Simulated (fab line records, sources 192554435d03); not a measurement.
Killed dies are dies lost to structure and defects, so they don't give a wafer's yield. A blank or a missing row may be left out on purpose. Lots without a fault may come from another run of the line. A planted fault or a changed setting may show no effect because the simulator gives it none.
A struck lot beside a sound one | flow n5_finfet | 19 steps out of a route of 1938
Sound: wafers L998.2, L998.5, L998.6. Struck: wafers L992.2, L992.4. The cause comes at the end.
At each step with rows: each side's tool, then ch and its chambers, then its first start. Under that, the readings that differ: sound wafers | struck wafers | difference of the means | sigmas: that difference in standard deviations of wafers without a fault.
alike: readings whose means differ by less than 2 such deviations, and words and numbers that are the same on both sides. not compared: withheld readings, readings that some wafer has no value for, bounds like >300 that may hide the same value, and numbers for which the record gives no deviation and whose values overlap.
The two part at a step that has a row with sigmas, a row that says differs or no value, or rows on one side only. Numbers that don't overlap but have no deviation are shown without sigmas and don't part them. A reading that every wafer of one side lacks parts them only if that side has two wafers or more.

N5_BEOL_M14_CMP_49: polishes, stops on SiO2, t overpolish 5.2 s, target thk 560 nm.
  sound on cmp-02 ch 0,1,3, day 17 04:52; struck on cmp-04 ch 0,3, day 15 07:10
  reading                      | sound             | struck      | difference | sigmas
  barrier_field_endpoint_s (s) | 11.63 11.70 11.60 | 11.20 11.15 | -0.47      | -2
  alike: edge_zone_pressure_frac, motor_current_A, overpolish_run_s, time_to_endpoint_s
N5_BEOL_M14_THK_MEAS_50: measures by xrf.
  sound on film_metro-02, day 17 05:02; struck on film_metro-02, day 15 07:28
  alike: M14_THK
then, 1 step without rows for these wafers: N5_BEOL_M14_PRE_CLEAN_52 (time 15 s).
N5_BEOL_M14_DEP_53: deposits SiCN from 3MS/NH3, target thk 50 nm, time 17.8 s.
  sound on pecvd-04 ch 0,1,2, day 17 05:06; struck on pecvd-01 ch 1, day 15 07:32
  alike: showerhead_plenum_p_Torr, throttle_valve_pct
  not compared: since_wet_clean_h
N5_BEOL_M14_RS_MEAS_54: measures by four-point-probe.
  sound on film_metro-02, day 17 05:10; struck on film_metro-01, day 15 07:35
  alike: M14_RS
N5_BEOL_M14_INSPECT_55: inspects for defects (darkfield).
  sound on defect_inspect-02, day 17 05:11; struck on defect_inspect-01, day 15 07:37
  alike: raw_defect_count
N5_BEOL_M15_ILD_DEP_00: deposits SiO2 from TEOS/O2, target thk 1629.3 nm, time 346.1 s.
  sound on pecvd-04 ch 0,2, day 17 05:14; struck on pecvd-03 ch 0,1, day 15 07:39
  alike: heater_power_w, showerhead_plenum_p_Torr, throttle_valve_pct
  not compared: since_wet_clean_h
N5_BEOL_M15_THK_MEAS_01:
  sound on film_metro-01, day 17 05:29; struck on film_metro-02, day 15 07:55
  reading          | sound          | struck    | difference | sigmas
  M15_ILD_THK (nm) | 1617 1632 1650 | 1583 1592 | -46        | -2
then, 4 steps without rows for these wafers: N5_BEOL_M15_COAT_58 (time 60 s, resist thk 89 nm); N5_BEOL_M15_COAT_04 (resist thk 800 nm); N5_BEOL_M15_EBR_06; N5_BEOL_M15_SOFTBAKE_05 (time 60 s).
N5_BEOL_M15_EXPOSE_07: exposes mask V14.
  sound on krf_scanner-02 ch 0, day 17 05:45; struck on krf_scanner-01 ch 0, day 15 08:10
  alike: mask, focus_offset_nm
then, 3 steps without rows for these wafers: N5_BEOL_M15_PEB_08 (peb time 90 s); N5_BEOL_M15_DEVELOP_09 (develop time 45 s); N5_BEOL_M15_HARDBAKE_14 (time 120 s).
N5_BEOL_M15_CD_MEAS_10: target cd 360 nm.
  sound on cd_sem-01 ch 0, day 17 05:55; struck on cd_sem-01 ch 0, day 15 08:20
  reading    | sound             | struck      | difference | sigmas
  cd_nm (nm) | 361.7 358.7 359.1 | 369.4 369.7 | +9.7       | +6
N5_BEOL_M15_OVL_MEAS_11:
  sound on overlay-01 ch 0, day 17 05:56; struck on overlay-02 ch 0, day 15 08:22
  alike: V14_OVL
then, 1 step without rows for these wafers: N5_PASSIVATION_PROBE_49.

WHERE THEY PART
First at N5_BEOL_M14_CMP_49; last, within this record, at N5_BEOL_M15_CD_MEAS_10. Later steps at which nothing parts them and some readings are alike: N5_BEOL_M15_OVL_MEAS_11.

WHY: what the simulator had put in
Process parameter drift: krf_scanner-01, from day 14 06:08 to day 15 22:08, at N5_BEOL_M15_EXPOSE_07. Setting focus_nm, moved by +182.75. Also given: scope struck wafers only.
